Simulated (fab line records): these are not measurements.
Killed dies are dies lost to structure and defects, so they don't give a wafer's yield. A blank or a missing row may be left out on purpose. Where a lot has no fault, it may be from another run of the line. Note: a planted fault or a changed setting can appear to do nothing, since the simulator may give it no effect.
Matching of chambers ; flow nand harc ; NHARC_THIN_TSV_CMP_21 on cmp-01: 4 sister chambers
The step polishes, t overpolish 30 s, target thk 2000 nm. 16 wafers are shown with their chamber, then 8 later ones without.

EACH WAFER AND ITS CHAMBER
wafer;chamber;motor current A (A);overpolish run s (s)
L433.1;3;11.1;30.001
L433.4;1;13.0;29.997
L433.6;0;12.2;30.001
L434.1;1;11.6;30.001
L434.2;0;12.2;29.980
L434.6;0;12.1;30.010
L436.2;3;10.8;29.989
L436.4;0;12.4;29.989
L436.6;2;11.5;30.005
L435.1;0;11.7;30.012
L435.2;2;11.8;30.003
L435.3;1;12.9;29.999
L447.1;2;10.9;29.986
L447.3;3;10.7;29.998
L447.4;0;12.4;29.991
L453.1;2;11.4;29.995

SIGNATURES, as means of the wafers listed above
reading;chamber 0;chamber 1;chamber 2;chamber 3;scatter within a chamber
motor current A;12.167;12.500;11.400;10.867;0.414
overpolish run s;29.99717;29.99900;29.99725;29.99600;0.00962
Rule: distance of a wafer from a chamber = root of the sum over the readings of ((wafer's reading minus chamber's mean) / reading's scatter) squared. The wafer belongs to the nearest chamber; if the next one is less than 2 further off, it can't be placed. The scatter: the root of (the sum of the squares of (reading less its chamber's mean) over the shown wafers, divided by (wafers less chambers)).

WAFERS WITHOUT THEIR CHAMBER
wafer;motor current A (A);overpolish run s (s)
L453.3;12.2;30.011
L453.4;11.5;29.986
L452.1;11.6;30.006
L452.2;12.1;29.981
L452.3;11.0;30.003
L451.3;11.4;30.013
L451.4;13.0;29.986
L451.6;11.6;30.006

WHICH CHAMBER EACH ONE RAN IN
wafer;from the rows above;in truth
L453.3;can't be placed: 0 or 1 or 2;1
L453.4;can't be placed: 2 or 3 or 0 or 1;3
L452.1;can't be placed: 2 or 0 or 3 or 1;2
L452.2;can't be placed: 0 or 1 or 2 or 3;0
L452.3;can't be placed: 3 or 2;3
L451.3;can't be placed: 2 or 3 or 0 or 1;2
L451.4;can't be placed: 1 or 0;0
L451.6;can't be placed: 2 or 0 or 3 or 1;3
Correct placement for 0 of the 8. Not placeable from these rows: 8 (in 8, the candidates include the true chamber). Placed wrongly: 0.
